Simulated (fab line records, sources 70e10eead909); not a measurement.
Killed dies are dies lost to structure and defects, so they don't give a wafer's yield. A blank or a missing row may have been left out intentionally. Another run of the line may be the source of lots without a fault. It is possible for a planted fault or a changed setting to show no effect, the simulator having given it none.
Chamber matching    flow nandHarc    NHARC_A_STAIRCASE_ETCH_25 on rieDiel-01: 4 sister chambers
The step etches the open film in C4F8/O2, target depth 100 nm, time 40.5 s. 8 wafers are shown with their chamber, then 8 later ones without.

## WAFERS PAIRED WITH THEIR CHAMBERS
wafer   chamber  rfVppV (V)  oesProductAu (a.u.)
L324.5  3        888         0.918
L328.6  3        891         0.954
L339.2  1        890         0.941
L339.3  0        897         0.957
L340.2  2        904         0.937
L340.3  0        896         0.924
L340.6  2        906         0.936
L341.2  1        887         0.946

## WAFERS WHOSE CHAMBER IS MISSING
wafer   rfVppV (V)  oesProductAu (a.u.)
L341.4  897         0.950
L341.5  896         0.949
L344.3  889         0.952
L344.4  895         0.942
L344.6  896         0.936
L342.3  896         0.937
L342.5  889         0.958
L342.6  905         0.954

## EACH ONE'S CHAMBER
wafer   from the rows above      in truth
L341.4  0                        0
L341.5  0                        0
L344.3  can't be placed: 1 or 3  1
L344.4  0                        0
L344.6  0                        0
L342.3  0                        0
L342.5  can't be placed: 1 or 3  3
L342.6  2                        2
Correctly placed: 6 of 8. From these rows, 2 cannot be placed; in 2 the true chamber is one of the candidates. 0 placed wrongly.
How it was worked out, from the rows above alone: a wafer's distance from a chamber is the root of the sum, over the readings, of the square of ((its reading less the chamber's mean) divided by the reading's scatter). If the next closest chamber is less than 2 further off than the closest, the wafer can't be placed; otherwise it belongs to the closest. Each chamber's mean is taken over the wafers shown for it. The scatter is the square root of a quotient: the sum, over the shown wafers, of each reading's squared deviation from its chamber's mean, divided by wafers minus chambers.
